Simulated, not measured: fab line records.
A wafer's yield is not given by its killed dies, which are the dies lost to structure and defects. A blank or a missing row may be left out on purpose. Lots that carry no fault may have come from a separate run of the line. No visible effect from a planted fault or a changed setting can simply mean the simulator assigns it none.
fab line records	flow n5-finfet
record lots=10	wafers=29	last-day=18
route steps=1938 shown BEOL_M0@740 BEOL_M1@758 BEOL_M4@1111 PASSIVATION@1936
lots with no fault: from the same line, run without faults
start-h: start of the lot's first displayed wafer, in hours after the record's first day	wait-h: hours from the lot's prior step to this one	" unchanged from the row above	L1.1+2: several wafers, shown together as one row	- no value, or no start was given	* or withheld: withheld	< > ~ a bound
route shown NAME@n: NAME is a module with steps in the file, n the number in the route of the first one	usual: mean/standard deviation of fault-free wafers	same: alike in all rows	chamber/n: place in a boat	sites: the reading at each site	_std_site: the values' standard deviation	_edge_site: inner sites' mean taken away from outer sites' mean	radius-mm: how far each site lies from the wafer's centre	mask NAME#n: copy n	behind: the tool/chamber that last shaped the wafer	hold: why the lot was held/for how many hours/how that ended	device: which transistor (n, p or np) failed to switch	end of line: at the end of the route, the tests of the same wafers	step lacking rows: just its recipe	killed: not the wafer's yield, but the dies lost to structure and defects at the first sort	map: per-die view of a wafer (x killed, . not killed, _ where there is no die)
set.NAME: the setting that was run; set.NAME@STEP: the one run at that earlier step	model.NAME: the simulator's own value behind a step, which no gauge read
the route's steps for a sample of lots (tables are steps, rows are wafers)
services: when a tool's chamber went out of use (start-h, in hours from the record's first day, below 0 if earlier), for how many hours, and the reason
## steps
# step N5_BEOL_M0_SPUTTER_141
# recipe material=Cu	target-thk-a=40	temp-c=-20	chamber-pressure-pa=0.07	power-w=withheld	time-s=7.37
# usual chamber-pressure-pa=0.07001/0.00012	substrate-temp-c=-19.99/0.1	throttle-valve-pct=30.0/1
# same time-s=7.37
lot.wafer	tool	chamber	start-h	wait-h	chamber-pressure-pa	substrate-temp-c	throttle-valve-pct
L676.2	pvd-sputter-02	-	117.38	0.0	0.06982	-19.91	29.8
L676.3	"	-	"	"	0.06996	-19.88	31.2
L676.5	"	-	"	"	0.07019	-19.95	28.1
L677.3	pvd-sputter-02	-	126.98	0.0	0.06971	-20.02	30.5
L677.4	"	-	"	"	0.07013	-19.97	31.1
L677.6	"	-	"	"	0.06992	-19.93	28.5
L679.3	pvd-sputter-01	-	139.85	0.0	0.07005	-20.01	31.3
L679.4	"	-	"	"	0.06991	-19.90	29.9
L679.5	"	-	"	"	0.06991	-19.96	29.9
L682.1	pvd-sputter-01	-	152.83	0.0	0.07019	-19.99	30.9
L682.6	"	-	"	"	0.06994	-19.80	31.1
L684.2	pvd-sputter-03	-	174.81	0.0	0.07013	-19.82	31.1
L684.4	"	-	"	"	0.06998	-19.97	30.3
L684.5	"	-	"	"	0.07	-20.02	31.1
L687.3	pvd-sputter-03	-	188.49	0.0	0.07018	-20.04	30.3
L687.4	"	-	"	"	0.07023	-20.10	30.2
L687.5	"	-	"	"	0.06996	-20.08	30.2
L689.3	pvd-sputter-01	-	193.37	0.0	0.06996	-19.88	31.0
L689.4	"	-	"	"	0.07	-19.92	28.1
L689.6	"	-	"	"	0.07022	-19.86	30.8
L696.1	pvd-sputter-01	-	241.11	0.0	0.07001	-20.10	30.7
L696.3	"	-	"	"	0.07009	-20.07	30.0
L696.5	"	-	"	"	0.06998	-20.05	30.3
L698.3	pvd-sputter-03	-	252.62	0.0	0.07	-19.96	30.3
L698.5	"	-	"	"	0.07002	-20.00	30.5
L698.6	"	-	"	"	0.07009	-20.01	30.1
L699.2	pvd-sputter-02	-	262.68	0.0	0.06986	-19.96	30.3
L699.3	"	-	"	"	0.07013	-20.22	28.4
L699.5	"	-	"	"	0.06998	-19.97	29.8
# step N5_BEOL_M0_DEP_125
# recipe material=SiCN	target-thk-a=80	temp-c=withheld	precursor=3MS/NH3	pressure-torr=3	rf-w=202	time-s=14
# usual showerhead-plenum-p-Torr=3.655/0.014	throttle-valve-pct=9.3/0.54
# same time-s=14
lot.wafer	tool	chamber	start-h	wait-h	showerhead-plenum-p-Torr	throttle-valve-pct
L676.2	pecvd-03	2	118.53	0.0	3.660	8.4
L676.3	"	0	"	"	3.668	9.4
L676.5	"	0	"	"	3.668	9.5
L677.3	pecvd-03	2	128.20	0.0	3.672	8.2
L677.4	"	0	"	"	3.666	9.3
L677.6	"	1	"	"	3.667	9.2
L679.3	pecvd-04	0	140.84	0.0	3.647	9.0
L679.4	"	1	"	"	3.660	9.6
L679.5	"	2	"	"	3.649	9.1
L682.1	pecvd-02	2	153.94	0.0	3.669	8.8
L682.6	"	2	"	"	3.665	8.6
L684.2	pecvd-04	0	175.81	0.0	3.632	8.8
L684.4	"	0	"	"	3.635	9.3
L684.5	"	2	"	"	3.638	8.8
L687.3	pecvd-04	0	189.65	0.0	3.635	9.3
L687.4	"	2	"	"	3.643	9.0
L687.5	"	0	"	"	3.638	9.2
L689.3	pecvd-02	2	194.35	0.0	3.670	8.6
L689.4	"	1	"	"	3.652	9.9
L689.6	"	0	"	"	3.660	9.7
L696.1	pecvd-02	2	242.15	0.0	3.671	8.7
L696.3	"	1	"	"	3.652	9.7
L696.5	"	2	"	"	3.656	8.9
L698.3	pecvd-04	2	254.11	0.0	3.638	7.9
L698.5	"	0	"	"	3.634	9.2
L698.6	"	1	"	"	3.661	9.6
L699.2	pecvd-02	0	264.16	0.0	3.656	9.9
L699.3	"	1	"	"	3.670	9.9
L699.5	"	2	"	"	3.660	8.8
# step N5_BEOL_M0_RS_MEAS_126
# recipe thk-meas-gauge=four-point-probe	reads=Co_of_BEOL_M0_CO_CAP_123+Cu_of_BEOL_M0_ECD_118+Co_of_BEOL_M0_CVD_115+TaN_of_BEOL_M0_ALD_136
# usual M0_RS=0.535/0.026
lot.wafer	tool	chamber	start-h	wait-h	M0_RS[ohm/sq]
L676.2	film-metro-01	-	118.60	0.1	0.525
L676.3	"	-	"	"	0.522
L676.5	"	-	"	"	0.539
L677.3	film-metro-01	-	128.27	0.1	0.527
L677.4	"	-	"	"	0.528
L677.6	"	-	"	"	0.560
L679.3	film-metro-01	-	140.90	0.1	0.584
L679.4	"	-	"	"	0.516
L679.5	"	-	"	"	0.504
L682.1	film-metro-01	-	154.01	0.0	0.516
L682.6	"	-	"	"	0.481
L684.2	film-metro-01	-	175.90	0.1	0.525
L684.4	"	-	"	"	0.514
L684.5	"	-	"	"	0.499
L687.3	film-metro-02	-	189.72	0.1	0.564
L687.4	"	-	"	"	0.497
L687.5	"	-	"	"	0.543
L689.3	film-metro-02	-	194.42	0.1	0.525
L689.4	"	-	"	"	0.579
L689.6	"	-	"	"	0.518
L696.1	film-metro-01	-	242.22	0.0	0.543
L696.3	"	-	"	"	0.538
L696.5	"	-	"	"	0.533
L698.3	film-metro-02	-	254.18	0.1	0.559
L698.5	"	-	"	"	0.509
L698.6	"	-	"	"	0.582
L699.2	film-metro-01	-	264.23	0.1	0.563
L699.3	"	-	"	"	0.532
L699.5	"	-	"	"	0.500
# step N5_BEOL_M1_COAT_05
# recipe resist=CAR-EUV	spin-rpm=1500	resist-thk-nm=30
# usual chill-plate-temp-C=23.00/0.1	spin-speed-rpm=1500.1/1
lot.wafer	tool	chamber	start-h	wait-h	chill-plate-temp-C	spin-speed-rpm
L676.2	litho-track-01	0	121.01	-	22.81	1500.4
L676.3	"	0	"	"	22.85	1501.6
L676.5	"	0	"	"	22.98	1501.8
L677.3	litho-track-03	0	130.14	-	22.88	1500.7
L677.4	"	0	"	"	23.03	1500.0
L677.6	"	0	"	"	22.96	1500.1
L679.3	litho-track-03	0	142.01	-	23.04	1500.3
L679.4	"	0	"	"	22.88	1500.3
L679.5	"	0	"	"	22.92	1500.4
L682.1	litho-track-01	0	155.93	-	23.05	1499.1
L682.6	"	0	"	"	23.02	1499.5
L684.2	litho-track-01	0	176.61	-	22.96	1449.0
L684.4	"	0	"	"	22.99	1450.6
L684.5	"	0	"	"	23.11	1449.5
L687.3	litho-track-01	0	190.54	-	22.95	1448.5
L687.4	"	0	"	"	23.05	1449.3
L687.5	"	0	"	"	22.87	1448.8
L689.3	litho-track-01	0	196.66	-	22.84	1449.9
L689.4	"	0	"	"	23.08	1449.5
L689.6	"	0	"	"	22.98	1448.5
L696.1	litho-track-02	0	246.70	-	23.02	1500.4
L696.3	"	0	"	"	22.90	1500.4
L696.5	"	0	"	"	23.00	1502.0
L698.3	litho-track-03	0	256.03	-	23.05	1499.9
L698.5	"	0	"	"	23.11	1500.1
L698.6	"	0	"	"	23.01	1499.2
L699.2	litho-track-01	0	265.58	-	23.04	1499.6
L699.3	"	0	"	"	23.10	1501.5
L699.5	"	0	"	"	22.98	1499.7
# step N5_BEOL_M4_RC_MEAS_101
# usual DIBL_N=35.8/2.2	DIBL_P=35.3/2.7	IOFF_N=0.16/0.043	IOFF_P=0.21/0.043	ION_N=676/15	ION_P=463/9.1	SS_N=71.4/0.77	SS_P=73.0/0.79	VT_N=250/4	VT_P=-249.8/2.8
lot.wafer	tool	chamber	start-h	wait-h	DIBL_N[mV/V]	DIBL_P[mV/V]	IOFF_N[nA/um]	IOFF_P[nA/um]	ION_N[uA/um]	ION_P[uA/um]	SS_N[mV/dec]	SS_P[mV/dec]	VT_N[mV]	VT_P[mV]
L676.2	prober-02	0	176.18	0.2	37.7	39.0	0.19	0.24	689	474	70.9	72.4	242	-246.0
L676.3	"	0	"	"	40.3	41.7	0.25	0.30	708	481	71.5	73.9	240	-244.5
L676.5	"	0	"	"	35.7	37.3	0.17	0.22	694	478	70.7	72.3	244	-247.6
L677.3	prober-01	0	185.57	0.3	33.6	32.6	0.11	0.16	674	460	70.4	72.6	254	-251.9
L677.4	"	0	"	"	35.9	34.8	0.14	0.20	674	461	71.5	72.8	252	-248.7
L677.6	"	0	"	"	35.9	34.9	0.14	0.20	691	472	71.7	73.2	251	-249.1
L679.3	prober-01	0	197.59	0.3	36.5	36.3	0.16	0.23	654	450	71.3	73.1	250	-249.0
L679.4	"	0	"	"	37.2	36.8	0.18	0.22	691	467	72.1	72.9	247	-250.4
L679.5	"	0	"	"	39.8	37.5	0.22	0.24	664	453	73.1	73.7	248	-246.8
L682.1	prober-01	0	212.31	0.0	35.9	37.5	0.16	0.20	672	460	71.6	73.0	249	-250.0
L682.6	"	0	"	"	36.5	38.6	0.16	0.23	661	454	71.9	73.5	250	-248.3
L684.2	prober-02	0	231.90	0.2	37.2	35.2	0.17	0.20	675	458	71.4	72.9	249	-251.0
L684.4	"	0	"	"	38.9	36.9	0.19	0.22	687	469	71.9	73.0	250	-249.8
L684.5	"	0	"	"	35.4	33.4	0.13	0.17	670	463	71.0	72.4	255	-253.7
L687.3	prober-01	0	251.10	0.3	36.1	37.7	0.16	0.24	691	475	71.5	73.4	248	-245.8
L687.4	"	0	"	"	35.0	34.5	0.13	0.19	675	465	71.2	72.5	253	-250.0
L687.5	"	0	"	"	38.0	38.7	0.19	0.27	686	470	72.1	73.5	249	-247.0
L689.3	prober-01	0	262.66	0.3	40.6	39.8	0.27	0.30	704	478	72.7	75.1	240	-246.0
L689.4	"	0	"	"	32.5	31.5	0.11	0.16	668	460	70.4	72.3	253	-252.3
L689.6	"	0	"	"	39.4	38.9	0.24	0.28	703	475	71.9	74.9	244	-246.3
L696.1	prober-01	0	309.86	0.0	34.8	32.2	0.11	0.18	671	458	71.5	72.6	254	-251.6
L696.3	"	0	"	"	34.6	30.8	0.10	0.16	649	457	71.3	72.3	258	-251.8
L696.5	"	0	"	"	37.2	34.4	0.14	0.21	669	468	71.7	73.1	252	-248.4
L698.3	prober-01	0	314.68	0.3	35.3	33.6	0.14	0.21	667	466	71.1	72.9	249	-250.5
L698.5	"	0	"	"	35.0	31.5	0.12	0.16	660	459	71.0	72.0	254	-252.2
L698.6	"	0	"	"	35.3	33.0	0.14	0.18	682	466	71.3	72.1	251	-250.8
L699.2	prober-02	0	316.96	0.2	32.9	32.4	0.11	0.15	637	436	70.9	71.5	255	-254.5
L699.3	"	0	"	"	33.3	34.0	0.13	0.18	674	458	71.1	72.9	248	-248.6
L699.5	"	0	"	"	36.5	36.4	0.17	0.21	658	450	72.3	73.1	249	-250.6
# step N5_PASSIVATION_PROBE_49
# usual defect-limited-yield=91.1/1.4	killed_at_M0_to_M3=34/11	killed_at_M4_up=14/5.6	killed-at-contacts=13/5.9	killed-at-front-end=40/11	killed-at-other=4/3.1	killed-dies=105/16	killed-on-rim=14/4.2	killed-open=68/11	killed-short=34/8.4	sort_bin_5_function=5.2/0.86	sort_bin_6_memory=3.2/0.7	sort_bin_8_speed=0.1/1.1	sort-n-pass=1074/21	sort-yield-pct=91.0/1.8
# same gross-dies=1180	killed-at-back-side=0	sort_bin_4_leakage[%]=0
lot.wafer	tool	chamber	start-h	wait-h	defect-limited-yield[%]	killed_at_M0_to_M3	killed_at_M4_up	killed-at-contacts	killed-at-front-end	killed-at-other	killed-dies	killed-on-rim	killed-open	killed-short	sort_bin_5_function[%]	sort_bin_6_memory[%]	sort_bin_8_speed[%]	sort-n-pass	sort-yield-pct[%]
L676.2	prober-01	-	286.04	0.1	90.3	40	15	18	41	1	115	23	66	43	5.8	3.0	0	1065	90.3
L676.3	prober-01	-	286.09	0.1	89.5	38	20	32	32	2	124	13	88	36	5.3	4.9	0	1056	89.5
L676.5	prober-01	-	286.19	0.2	90.8	34	11	28	35	1	109	13	69	39	5.5	3.1	0	1071	90.8
L677.3	prober-01	-	297.44	0.1	91.7	28	16	17	36	1	98	13	67	30	4.4	3.6	0	1082	91.7
L677.4	prober-01	-	297.49	0.2	88.7	56	20	15	40	2	133	18	87	38	6.8	3.5	0	1047	88.7
L677.6	prober-01	-	297.59	0.3	88.1	36	22	26	50	7	141	24	98	39	7.0	4.4	0	1039	88.1
L679.3	prober-01	-	300.18	0.1	92.1	28	14	9	39	3	93	18	56	27	4.9	2.1	0	1087	92.1
L679.4	prober-01	-	300.23	0.2	93.1	31	10	11	27	2	81	13	52	29	4.4	2.3	0	1099	93.1
L679.5	prober-01	-	300.28	0.2	92.2	40	8	4	35	5	92	13	49	35	4.4	2.5	0	1088	92.2
L682.1	prober-01	-	317.45	0.0	91.4	38	10	7	40	6	101	10	67	34	5.5	2.6	0	1079	91.4
L682.6	prober-01	-	317.70	0.3	91.5	25	10	13	50	2	100	12	56	41	4.9	3.1	0	1080	91.5
L684.2	prober-02	-	344.68	0.6	92.1	37	17	7	29	3	93	9	59	34	3.6	3.8	0	1087	92.1
L684.4	prober-02	-	344.78	0.7	91.7	45	17	12	22	2	98	12	58	34	4.2	3.8	0	1082	91.7
L684.5	prober-02	-	344.83	0.7	90.9	60	16	14	16	1	107	15	66	38	5.7	3.1	0	1073	90.9
L687.3	prober-02	-	353.92	0.1	90.6	44	11	12	40	4	111	9	70	41	5.5	3.4	0	1069	90.6
L687.4	prober-02	-	353.97	0.2	88.6	61	16	8	46	4	135	22	81	54	6.6	4.6	0	1045	88.6
L687.5	prober-02	-	354.02	0.2	93.6	36	8	8	23	0	75	8	47	28	3.9	2.3	0	1105	93.6
L689.3	prober-01	-	389.35	0.1	89.6	33	18	18	53	1	123	15	81	38	5.7	4.1	0.1	1057	89.6
L689.4	prober-01	-	389.40	0.2	91.5	38	15	12	29	6	100	14	69	31	5.1	3.0	0	1080	91.5
L689.6	prober-01	-	389.50	0.3	91.9	34	14	6	40	1	95	15	57	37	5.2	2.7	0	1085	91.9
L696.1	prober-02	-	429.63	1.2	90.7	27	10	8	63	2	110	18	65	45	5.5	3.5	0	1070	90.7
L696.3	prober-02	-	429.73	1.3	92.8	32	12	11	28	2	85	12	57	26	4.6	2.2	0	1095	92.8
L696.5	prober-02	-	429.83	1.4	91.0	26	21	11	43	5	106	15	65	39	5.6	2.9	0	1074	91.0
L698.3	prober-01	-	442.74	0.1	90.8	22	6	22	50	9	109	17	76	26	6.1	2.5	0	1071	90.8
L698.5	prober-01	-	442.84	0.2	91.4	29	14	12	42	5	102	14	72	28	5.0	3.6	0	1078	91.4
L698.6	prober-01	-	442.89	0.3	90.0	33	8	18	50	9	118	16	80	32	5.8	3.5	0	1062	90.0
L699.2	prober-02	-	442.85	0.1	87.8	27	25	17	69	6	144	19	96	48	6.7	5.2	0.8	1026	86.9
L699.3	prober-02	-	442.90	0.1	90.4	30	27	12	40	4	113	18	74	39	5.3	3.9	0	1067	90.4
L699.5	prober-02	-	443.00	0.2	91.5	20	25	9	45	1	100	12	70	29	5.4	2.8	0	1080	91.5
# killed by level:class
L676.2 BEOL_M0_SAQP:geometric-particle:open=10 MOL_CONTACT_COAG:geometric-particle:open=9 MOL_CONTACT_COAG:geometric-particle:short=9 FIN_SAQP:geometric-particle:short=7 BEOL_M1:geometric-particle:open=7 BEOL_M4:geometric-particle:open=7 HKMG_FIN:area-etch=6 DUMMY_GATE:geometric-particle:open=5
L676.3 MOL_CONTACT_COAG:geometric-particle:open=25 BEOL_M0_SAQP:geometric-particle:short=10 BEOL_M3:geometric-particle:open=10 BEOL_M4:geometric-particle:open=9 DUMMY_GATE:geometric-particle:open=7 MOL_CONTACT_COAG:geometric-particle:short=7 BEOL_M0_SAQP:geometric-particle:open=6 BEOL_M2:geometric-particle:open=6
L676.5 MOL_CONTACT_COAG:geometric-particle:open=20 BEOL_M2:geometric-particle:open=8 MOL_CONTACT_COAG:geometric-particle:short=8 FIN_SAQP:geometric-particle:open=6 FIN_SAQP:geometric-particle:short=6 STI_FIN_REVEAL:geometric-particle:open=6 BEOL_M0_SAQP:geometric-particle:short=6 BEOL_M0_SAQP:geometric-particle:open=5
L677.3 MOL_CONTACT_COAG:geometric-particle:open=14 BEOL_M3:geometric-particle:open=14 BEOL_M4:geometric-particle:open=10 FIN_SAQP:geometric-particle:short=8 STI_FIN_REVEAL:geometric-particle:open=6 BEOL_M0_SAQP:geometric-particle:short=6 GATE_CUT:geometric-particle:short=5 GATE_CUT:geometric-particle:open=4
L677.4 BEOL_M3:geometric-particle:open=19 MOL_CONTACT_COAG:geometric-particle:open=14 BEOL_M2:geometric-particle:open=10 FIN_SAQP:geometric-particle:short=8 BEOL_M4:geometric-particle:open=8 HKMG_FIN:area-etch=7 FIN_SAQP:geometric-particle:open=6 STI_FIN_REVEAL:geometric-particle:open=5
L677.6 MOL_CONTACT_COAG:geometric-particle:open=20 STI_FIN_REVEAL:geometric-particle:open=18 BEOL_M4:geometric-particle:open=13 BEOL_M2:geometric-particle:open=10 BEOL_M3:geometric-particle:open=7 GATE_CUT:geometric-particle:short=6 MOL_CONTACT_COAG:geometric-particle:short=6 STARTING-WAFER:geometric-particle:short=6
L679.3 BEOL_M0_SAQP:geometric-particle:open=10 HKMG_FIN:area-etch=8 MOL_CONTACT_COAG:geometric-particle:open=7 BEOL_M2:geometric-particle:open=7 DUMMY_GATE:geometric-particle:open=6 BEOL_M0_SAQP:geometric-particle:short=5 FIN_SAQP:geometric-particle:short=4 STARTING-WAFER:geometric-particle:short=4
L679.4 BEOL_M0_SAQP:geometric-particle:short=12 MOL_CONTACT_COAG:geometric-particle:open=10 FIN_SAQP:geometric-particle:open=6 STI_FIN_REVEAL:geometric-particle:open=6 FIN_SAQP:geometric-particle:short=5 BEOL_M2:geometric-particle:open=5 BEOL_M5:geometric-particle:open=4 BEOL_M1:geometric-particle:open=4
L679.5 BEOL_M2:geometric-particle:open=14 BEOL_M0_SAQP:geometric-particle:short=10 FIN_SAQP:geometric-particle:open=8 HKMG_FIN:area-etch=8 FIN_SAQP:geometric-particle:short=6 BEOL_M2:geometric-particle:short=6 BEOL_M0_SAQP:geometric-particle:open=5 BEOL_M7:geometric-particle:open=4
L682.1 FIN_SAQP:geometric-particle:open=14 BEOL_M1:geometric-particle:open=11 BEOL_M4:geometric-particle:open=9 FIN_SAQP:geometric-particle:short=8 MOL_CONTACT_COAG:geometric-particle:open=6 BEOL_M0_SAQP:geometric-particle:short=5 BEOL_M0_SAQP:geometric-particle:open=5 BEOL_M1:geometric-particle:short=4
L682.6 FIN_SAQP:geometric-particle:short=19 FIN_SAQP:geometric-particle:open=13 MOL_CONTACT_COAG:geometric-particle:open=10 BEOL_M0:geometric-particle:open=6 BEOL_M4:geometric-particle:open=6 GATE_CUT:geometric-particle:short=4 BEOL_M0_SAQP:geometric-particle:short=4 BEOL_M0_SAQP:geometric-particle:open=4
L684.2 BEOL_M0_SAQP:geometric-particle:short=11 BEOL_M2:geometric-particle:open=11 BEOL_M4:geometric-particle:open=8 MOL_CONTACT_COAG:geometric-particle:open=6 BEOL_M0_SAQP:geometric-particle:open=6 DUMMY_GATE:geometric-particle:open=5 GATE_CUT:geometric-particle:open=5 FIN_SAQP:geometric-particle:short=4
L684.4 BEOL_M0_SAQP:geometric-particle:short=15 BEOL_M0_SAQP:geometric-particle:open=15 MOL_CONTACT_COAG:geometric-particle:open=8 BEOL_M2:geometric-particle:open=7 BEOL_M4:geometric-particle:open=7 MOL_CONTACT_COAG:geometric-particle:short=4 STARTING-WAFER:geometric-particle:open=4 STARTING-WAFER:geometric-particle:short=3
L684.5 BEOL_M0_SAQP:geometric-particle:open=23 BEOL_M0_SAQP:geometric-particle:short=22 MOL_CONTACT_COAG:geometric-particle:open=11 BEOL_M2:geometric-particle:open=6 BEOL_M3:geometric-particle:open=5 BEOL_M5:geometric-particle:open=4 FIN_SAQP:geometric-particle:short=3 GATE_CUT:geometric-particle:open=3
L687.3 BEOL_M0_SAQP:geometric-particle:short=16 BEOL_M0_SAQP:geometric-particle:open=11 MOL_CONTACT_COAG:geometric-particle:open=11 STI_FIN_REVEAL:geometric-particle:open=9 GATE_CUT:geometric-particle:short=9 FIN_SAQP:geometric-particle:open=6 BEOL_M2:geometric-particle:open=5 BEOL_M1:geometric-particle:open=5
L687.4 BEOL_M0_SAQP:geometric-particle:short=19 BEOL_M0_SAQP:geometric-particle:open=17 FIN_SAQP:geometric-particle:short=13 BEOL_M3:geometric-particle:open=12 BEOL_M4:geometric-particle:open=7 DUMMY_GATE:geometric-particle:open=6 GATE_CUT:geometric-particle:short=6 MOL_CONTACT_COAG:geometric-particle:open=6
L687.5 BEOL_M1:geometric-particle:open=9 BEOL_M0_SAQP:geometric-particle:open=7 FIN_SAQP:geometric-particle:short=6 BEOL_M2:geometric-particle:open=6 GATE_CUT:geometric-particle:short=5 FIN_SAQP:geometric-particle:open=4 MOL_CONTACT_COAG:geometric-particle:open=4 MOL_CONTACT_COAG:geometric-particle:short=4
L689.3 MOL_CONTACT_COAG:geometric-particle:open=15 BEOL_M1:geometric-particle:open=12 STI_FIN_REVEAL:geometric-particle:open=11 FIN_SAQP:geometric-particle:short=8 DUMMY_GATE:geometric-particle:open=8 BEOL_M0_SAQP:geometric-particle:open=5 BEOL_M4:geometric-particle:open=5 BEOL_M2:geometric-particle:open=5
L689.4 MOL_CONTACT_COAG:geometric-particle:open=12 BEOL_M0_SAQP:geometric-particle:short=9 DUMMY_GATE:geometric-particle:open=8 BEOL_M0_SAQP:geometric-particle:open=8 BEOL_M0:geometric-particle:open=6 BEOL_M4:geometric-particle:open=6 FIN_SAQP:geometric-particle:short=5 BEOL_M1:geometric-particle:open=4
L689.6 FIN_SAQP:geometric-particle:short=20 FIN_SAQP:geometric-particle:open=7 BEOL_M0_SAQP:geometric-particle:short=7 BEOL_M1:geometric-particle:open=7 BEOL_M4:geometric-particle:open=7 STI_FIN_REVEAL:geometric-particle:open=6 MOL_CONTACT_COAG:geometric-particle:open=6 BEOL_M0_SAQP:geometric-particle:open=6
L696.1 FIN_SAQP:geometric-particle:open=19 FIN_SAQP:geometric-particle:short=15 DUMMY_GATE:geometric-particle:open=7 BEOL_M0_SAQP:geometric-particle:open=7 MOL_CONTACT_COAG:geometric-particle:short=6 BEOL_M2:geometric-particle:open=6 STI_FIN_REVEAL:geometric-particle:open=5 GATE_CUT:geometric-particle:short=4
L696.3 BEOL_M0_SAQP:geometric-particle:open=9 BEOL_M3:geometric-particle:open=7 BEOL_M2:geometric-particle:open=6 MOL_CONTACT_COAG:geometric-particle:open=5 BEOL_M0_SAQP:geometric-particle:short=5 FIN_SAQP:geometric-particle:open=4 MOL_CONTACT_COAG:geometric-particle:short=4 STI_FIN_REVEAL:geometric-particle:open=4
L696.5 DUMMY_GATE:geometric-particle:open=10 FIN_SAQP:geometric-particle:short=8 MOL_CONTACT_COAG:geometric-particle:open=8 BEOL_M0_SAQP:geometric-particle:short=6 BEOL_M4:geometric-particle:open=6 BEOL_M1:geometric-particle:open=5 BEOL_M1:geometric-particle:short=5 BEOL_M5:geometric-particle:open=5
L698.3 MOL_CONTACT_COAG:geometric-particle:open=18 STI_FIN_REVEAL:geometric-particle:open=13 FIN_SAQP:geometric-particle:open=8 BEOL_M2:geometric-particle:open=7 STI_FIN_REVEAL:geometric-particle:short=6 DUMMY_GATE:geometric-particle:open=6 FIN_SAQP:geometric-particle:short=5 HKMG_FIN:area-etch=5
L698.5 STI_FIN_REVEAL:geometric-particle:open=14 BEOL_M4:geometric-particle:open=11 MOL_CONTACT_COAG:geometric-particle:open=11 FIN_SAQP:geometric-particle:short=8 BEOL_M2:geometric-particle:open=8 BEOL_M0_SAQP:geometric-particle:short=6 ILD0:geometric-particle:short=4 BEOL_M1:geometric-particle:open=4
L699.2 FIN_SAQP:geometric-particle:open=27 FIN_SAQP:geometric-particle:short=25 BEOL_M4:geometric-particle:open=16 MOL_CONTACT_COAG:geometric-particle:open=13 BEOL_M2:geometric-particle:open=10 BEOL_M0_SAQP:geometric-particle:open=6 MOL_CONTACT_COAG:geometric-particle:short=4 BEOL_M5:geometric-particle:open=4
L698.6 STI_FIN_REVEAL:geometric-particle:open=14 MOL_CONTACT_COAG:geometric-particle:open=11 DUMMY_GATE:geometric-particle:open=7 MOL_CONTACT_COAG:geometric-particle:short=7 BEOL_M0_SAQP:geometric-particle:open=7 BEOL_M2:geometric-particle:open=7 BEOL_M1:geometric-particle:open=6 HKMG_FIN:area-etch=6
L699.3 FIN_SAQP:geometric-particle:short=17 MOL_CONTACT_COAG:geometric-particle:open=11 BEOL_M4:geometric-particle:open=11 FIN_SAQP:geometric-particle:open=9 BEOL_M3:geometric-particle:open=8 BEOL_M0_SAQP:geometric-particle:open=6 BEOL_M0_SAQP:geometric-particle:short=5 BEOL_M5:geometric-particle:open=5
L699.5 FIN_SAQP:geometric-particle:open=14 BEOL_M4:geometric-particle:open=14 FIN_SAQP:geometric-particle:short=12 BEOL_M3:geometric-particle:open=9 MOL_CONTACT_COAG:geometric-particle:open=8 STI_FIN_REVEAL:geometric-particle:open=6 DUMMY_GATE:geometric-particle:open=4 BEOL_M5:geometric-particle:open=4
## services
tool	chamber	start-h	hours	kind
pecvd-02	0	93.59	4.7	repair
pecvd-03	2	98.37	2.1	scheduled-down
pecvd-02	-	101.28	1.1	repair
pecvd-02	2	110.89	8.5	repair
litho-track-03	-	125.64	-	consumable-replace:filter
pecvd-02	0	131.36	4.5	repair
pvd-sputter-03	-	138.10	13.5	repair
pecvd-02	2	155.76	2.1	scheduled-down
pecvd-04	0	157.64	2.1	scheduled-down
pecvd-04	1	171.87	21.9	repair
pvd-sputter-02	-	177.90	0.7	repair
pecvd-04	2	202.43	-	clean
pecvd-04	2	202.43	-	consumable-replace:showerhead
pecvd-04	2	202.43	29.0	scheduled-down
pecvd-04	2	202.43	29.0	vent-cycle
pecvd-04	0	223.22	5.5	scheduled-down
## key
first-sign step=N5_BEOL_M1_COAT_05	reading=spin-speed-rpm	direction=down	sigmas=49	usual=*	struck=*
effect none on later readings
met-at N5_BEOL_M1_COAT_05
struck-lots L684,L687,L689
not-acting-at N5_BEOL_M0_SPUTTER_141,N5_BEOL_M0_DEP_125,N5_BEOL_M0_RS_MEAS_126
onset-between 155.93 176.61
fault kind=process-parameter-drift	tool=litho-track-01	chamber=-	onset-h=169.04	steps=N5_BEOL_M1_COAT_05	channel=spin-rpm	offset=*	shape=step	end-h=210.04	acts-in=*	stated=*
